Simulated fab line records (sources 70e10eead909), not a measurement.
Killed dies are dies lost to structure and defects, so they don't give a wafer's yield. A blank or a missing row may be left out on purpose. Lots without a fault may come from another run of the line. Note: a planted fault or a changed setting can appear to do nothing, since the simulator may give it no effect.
Shared-tool check + flow nandHarc + 36 wafers sampled across 12 lots

## WHY THIS WAS OPENED
On 2 of the 12 lots, a flag is raised at NHARC_P_GATE_CD_MEAS_46 on the reading cdNm. No-fault wafers: 720.2 nm, standard deviation 1.2.
Rule: a lot is flagged when every wafer of it that has a number lies more than 4 standard deviations from that mean, or none has a number. The rest of the lots are taken to be sound.

| lot  | measured     | on       | cdNm (nm), wafer by wafer | flag    |
|------|--------------|----------|---------------------------|---------|
| L170 | day 4 19:41  | cdSem-03 | 719.2 718.4 721.2         |         |
| L171 | day 5 10:44  | cdSem-02 | 721.6 723.7 722.6         |         |
| L172 | day 5 16:22  | cdSem-01 | 719.2 718.6 719.5         |         |
| L173 | day 5 22:54  | cdSem-02 | 719.5 720.2 720.5         |         |
| L176 | day 6 04:50  | cdSem-02 | 720.0 719.7 720.8         |         |
| L174 | day 6 08:49  | cdSem-01 | 720.7 720.9 717.2         |         |
| L181 | day 7 23:11  | cdSem-03 | 658.8 659.6 660.2         | FLAGGED |
| L183 | day 8 15:53  | cdSem-02 | 658.9 659.4 658.9         | FLAGGED |
| L185 | day 9 00:57  | cdSem-02 | 722.3 720.9 721.0         |         |
| L187 | day 9 16:13  | cdSem-03 | 720.8 718.6 719.2         |         |
| L189 | day 10 16:14 | cdSem-03 | 718.6 721.0 722.6         |         |
| L193 | day 11 00:41 | cdSem-03 | 721.3 720.5 720.8         |         |
On average the flagged lots' numbers are 659.3 nm, which is -60.9 nm against the usual, or -51 standard deviations.

## TOOL THAT RAN EACH LOT
The record holds 2 process steps before the reading, out of a route of 1159 steps. In each cell: the tool, then ch and the chambers that the sampled wafers went through, then the start.
| lot  | flag    | NHARC_P_GATE_DESCUM_31            | NHARC_P_GATE_EXPOSE_43           |
|------|---------|-----------------------------------|----------------------------------|
| L170 |         | rieDiel-07 ch 0,3, day 4 07:41    | krfScanner-01 ch 0, day 4 19:32  |
| L171 |         | rieDiel-07 ch 0,2,3, day 4 22:52  | krfScanner-03 ch 0, day 5 10:34  |
| L172 |         | rieDiel-10 ch 1,2,3, day 5 04:39  | krfScanner-03 ch 0, day 5 16:13  |
| L173 |         | rieDiel-03 ch 0,2,3, day 5 10:58  | krfScanner-02 ch 0, day 5 22:44  |
| L176 |         | rieDiel-10 ch 0,2,3, day 5 16:59  | krfScanner-01 ch 0, day 6 04:41  |
| L174 |         | rieDiel-10 ch 0,1,3, day 5 17:29  | krfScanner-03 ch 0, day 6 08:40  |
| L181 | FLAGGED | rieDiel-10 ch 1,3, day 7 09:38    | krfScanner-01 ch 0, day 7 23:01  |
| L183 | FLAGGED | rieDiel-10 ch 1,2,3, day 8 03:41  | krfScanner-01 ch 0, day 8 15:44  |
| L185 |         | rieDiel-07 ch 0,1, day 8 13:08    | krfScanner-03 ch 0, day 9 00:47  |
| L187 |         | rieDiel-07 ch 1,2,3, day 9 04:20  | krfScanner-02 ch 0, day 9 16:04  |
| L189 |         | rieDiel-10 ch 0,1,3, day 9 22:39  | krfScanner-03 ch 0, day 10 16:05 |
| L193 |         | rieDiel-10 ch 0,2,3, day 10 06:02 | krfScanner-02 ch 0, day 11 00:32 |
These steps, and what they do:
- NHARC_P_GATE_DESCUM_31: chemistry O2, time 3 s.
- NHARC_P_GATE_EXPOSE_43: exposes mask P NSD, target cd 720 nm.
- NHARC_P_GATE_CD_MEAS_46: target cd 720 nm.

## FLAGGED OVER TOTAL, TOOL BY TOOL (the gauges that took the reading come last)
| step                    | tool          | lots run | flagged | share of the flagged lots | sound lots run after its first flagged lot |
|-------------------------|---------------|----------|---------|---------------------------|--------------------------------------------|
| NHARC_P_GATE_DESCUM_31  | rieDiel-03    | 1        | 0       | none                      | -                                          |
| NHARC_P_GATE_DESCUM_31  | rieDiel-07    | 4        | 0       | none                      | -                                          |
| NHARC_P_GATE_DESCUM_31  | rieDiel-10    | 7        | 2       | all                       | 2 (L189,L193)                              |
| NHARC_P_GATE_EXPOSE_43  | krfScanner-01 | 4        | 2       | all                       | 0                                          |
| NHARC_P_GATE_EXPOSE_43  | krfScanner-02 | 3        | 0       | none                      | -                                          |
| NHARC_P_GATE_EXPOSE_43  | krfScanner-03 | 5        | 0       | none                      | -                                          |
| NHARC_P_GATE_CD_MEAS_46 | cdSem-01      | 2        | 0       | none                      | -                                          |
| NHARC_P_GATE_CD_MEAS_46 | cdSem-02      | 5        | 1       | some                      | 1 (L185)                                   |
| NHARC_P_GATE_CD_MEAS_46 | cdSem-03      | 5        | 1       | some                      | 3 (L187,L189,L193)                         |

## WHAT IS ALLOWED BY THE TABLE
Every flagged lot went through 2 rows of the table: rieDiel-10 at NHARC_P_GATE_DESCUM_31 and krfScanner-01 at NHARC_P_GATE_EXPOSE_43.
- rieDiel-10 at NHARC_P_GATE_DESCUM_31 ran 7 lots, 2 of them flagged. Sound lots followed the first flagged one (L189, L193) on it, something a lasting fault affecting the whole tool could not allow.
- krfScanner-01 at NHARC_P_GATE_EXPOSE_43 ran 4 lots, 2 of them flagged. It ran its last sound lot, L176, at day 6 04:41 and its first flagged lot, L181, at day 7 23:01: a fault with its onset between the two fits. Its own readings lie more than 4 standard deviations out on every wafer of the flagged lots: exposureDoseMJCm2.
krfScanner-01 at NHARC_P_GATE_EXPOSE_43 is the single tool remaining.

## WHAT THE SIMULATOR PUT IN
Process parameters drifting: krfScanner-01 at NHARC_P_GATE_EXPOSE_43, beginning at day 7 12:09. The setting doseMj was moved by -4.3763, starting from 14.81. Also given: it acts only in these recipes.
Shown lots that were struck: L181, L183. This agrees with what the rule above found.
